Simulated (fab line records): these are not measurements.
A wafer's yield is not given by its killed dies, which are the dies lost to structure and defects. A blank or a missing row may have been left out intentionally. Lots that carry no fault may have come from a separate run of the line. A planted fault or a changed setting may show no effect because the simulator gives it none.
A lot that was struck, set against a sound lot    flow nand-harc    15 out of 1302 route steps
Sound: the wafers L577.2, L577.3, L577.4. Struck: wafers L585.2, L585.4, L585.5. The cause comes at the end.
Per side, at each step with rows, come the tool, then ch with its chambers, and then its first start. Under that, the readings that differ: sound wafers    struck wafers    difference of the means    sigmas: that difference in standard deviations of wafers without a fault.
alike: readings with means less than 2 such deviations apart, plus words and numbers identical on both sides. not compared: withheld readings, readings lacking a value on some wafer, bounds such as >300 that could conceal the same value, and numbers that have no deviation in the record and whose values overlap.
Wherever a step has rows on one side only, a row that says differs or no value, or a row with sigmas, the two part there. When numbers do not overlap yet have no deviation, they are printed without sigmas and do not part them. A reading missing from all wafers of one side parts the sides only when that side holds two or more wafers.

first, 1 step without rows for these wafers: NHARC_A_CHANNEL_HOLE_D1_SRD_29.
NHARC_A_CHANNEL_HOLE_D1_CD_MEAS_30:
  struck on cd-sem-03, day 16 16:05; sound on cd-sem-03, day 13 13:46
  alike: cd-nm
NHARC_A_CHANNEL_HOLE_D1_XSEM_31:
  sound on xsem-01 ch 0, day 13 13:52; struck on xsem-02 ch 0, day 16 16:11
  alike: bot-cd-nm, bow-nm, tilt-deg
NHARC_A_CHANNEL_HOLE_D1_INSPECT_40:
  struck on defect-inspect-02, day 16 16:17; sound on defect-inspect-01, day 13 13:58
  alike: raw-defect-count
then, 3 steps without rows for these wafers: NHARC_A_CHANNEL_FILL_D1_PRECLEAN_00 (cleans in SC1); NHARC_A_CHANNEL_FILL_D1_SRD_01; NHARC_A_CHANNEL_FILL_D1_ALD_02 (deposits SiO2, target thk 6 nm, pulse time 10 s, ald cycles 60).
NHARC_A_CHANNEL_FILL_D1_ALD_03: deposits SiNx, target thk 6 nm, pulse time 60 s, ald cycles 58.
  sound on ald-sin-batch-03 ch 0; struck on ald-sin-batch-01 ch 0
  alike: precursor-pulse-height-rel
NHARC_A_CHANNEL_FILL_D1_ALD_14: deposits SiO2, target thk 2.5 nm, pulse time 10 s, ald cycles 25.
  sound on ald-hk-03 ch 1,2,3, day 13 21:09; struck on ald-hk-01 ch 1,2,3, day 16 23:37
  alike: heater-power-w, precursor-pulse-height-rel
then, 1 step without rows for these wafers: NHARC_A_CHANNEL_FILL_D1_ALD_15 (deposits SiNx, target thk 2 nm, pulse time 60 s, ald cycles 19).
NHARC_A_CHANNEL_FILL_D1_ALD_16: deposits SiO2, target thk 1.5 nm, pulse time 10 s, ald cycles 15.
  sound on ald-hk-03 ch 0,1,2, day 14 02:20; struck on ald-hk-01 ch 2,3, day 17 04:47
  alike: heater-power-w, precursor-pulse-height-rel
then, 1 step without rows for these wafers: NHARC_A_CHANNEL_FILL_D1_ANNEAL_17 (time 1800 s).
NHARC_A_CHANNEL_FILL_D1_CVD_18: deposits poly-Si, target thk 3 nm.
  struck on lpcvd-poly-04, day 17 16:09; sound on lpcvd-poly-02 ch 0, day 14 12:13
  no value came back on the struck wafers for spike-tc-bottom-C (C), spike-tc-centre-C (C), spike-tc-lower-C (C); on the sound wafers spike-tc-bottom-C (C) reads 570.5 568.6 568.8
NHARC_A_CHANNEL_FILL_D1_ETCHBACK_19: etches the open film in HBr/Cl2, target depth 5 nm, time 1.7 s.
  sound on rie-si-02 ch 1,2,3, day 14 14:17; struck on rie-si-02 ch 0,1,2, day 17 18:14
  alike: drypump-motor-current-A, oes-product-au, throttle-valve-pct
  not compared: rf-hours-counter-h
-- jump in the record: it breaks off in module A_CHANNEL_FILL_D1 and resumes in module END (first step shown: number 1302 of the route), and 15 days separate the struck wafers' starts before and after --
NHARC_END_SORT_01:
  here the record holds rows for the struck wafers (prober-02 ch 0, day 32 07:20) but none for the sound ones

== WHERE THEY PART ==
Last at NHARC_END_SORT_01 as far as this record goes, first at NHARC_A_CHANNEL_FILL_D1_CVD_18.

WHY: the cause the simulator had injected
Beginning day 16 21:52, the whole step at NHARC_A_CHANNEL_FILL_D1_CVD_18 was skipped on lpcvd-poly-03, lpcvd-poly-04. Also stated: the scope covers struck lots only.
